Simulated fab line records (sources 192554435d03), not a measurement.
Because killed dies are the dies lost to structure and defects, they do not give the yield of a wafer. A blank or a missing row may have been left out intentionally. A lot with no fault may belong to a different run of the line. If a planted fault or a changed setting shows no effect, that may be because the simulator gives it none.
Matching of chambers -- flow n5-finfet -- N5_BEOL_M1_ETCH_69 on rie-diel-01: 4 sister chambers
The step etches SiARC in CF4, target depth 15.6 nm, time 26 s. 8 wafers are shown with their chamber, then 8 later ones without.

WAFERS WITH THEIR CHAMBER
wafer,chamber,throttle-valve-pct (%),showerhead-plenum-p-Torr (Torr)
L077.2,2,16.07,2.12
L078.5,3,15.42,2.05
L083.1,1,15.61,2.13
L083.2,2,16.09,2.11
L083.3,3,15.42,2.05
L083.5,0,15.51,2.17
L083.6,1,15.64,2.13
L085.1,0,15.54,2.17

WAFERS WHOSE CHAMBER IS MISSING
wafer,throttle-valve-pct (%),showerhead-plenum-p-Torr (Torr)
L085.2,15.62,2.13
L085.6,16.08,2.11
L090.3,15.55,2.17
L090.4,16.11,2.11
L090.5,15.56,2.17
L096.1,15.66,2.12
L096.2,15.60,2.16
L096.4,15.51,2.04

WHICH CHAMBER EACH WENT THROUGH
wafer,from the rows above,in truth
L085.2,1,1
L085.6,2,2
L090.3,0,0
L090.4,2,2
L090.5,0,0
L096.1,1,1
L096.2,0,0
L096.4,3,3
Correctly placed: 8 of 8. Can't be placed from these rows: 0. Placed wrongly: 0.
How it was worked out, from the rows above alone: a wafer's distance from a chamber is the root of the sum, over the readings, of the square of ((its reading less the chamber's mean) divided by the reading's scatter). The wafer belongs to the nearest chamber; if the next one is less than 2 further off, it can't be placed. A chamber's mean is the mean of its shown wafers. The scatter: take each reading less its chamber's mean, square it, sum over the shown wafers, divide by the number of wafers less the number of chambers, and take the root.
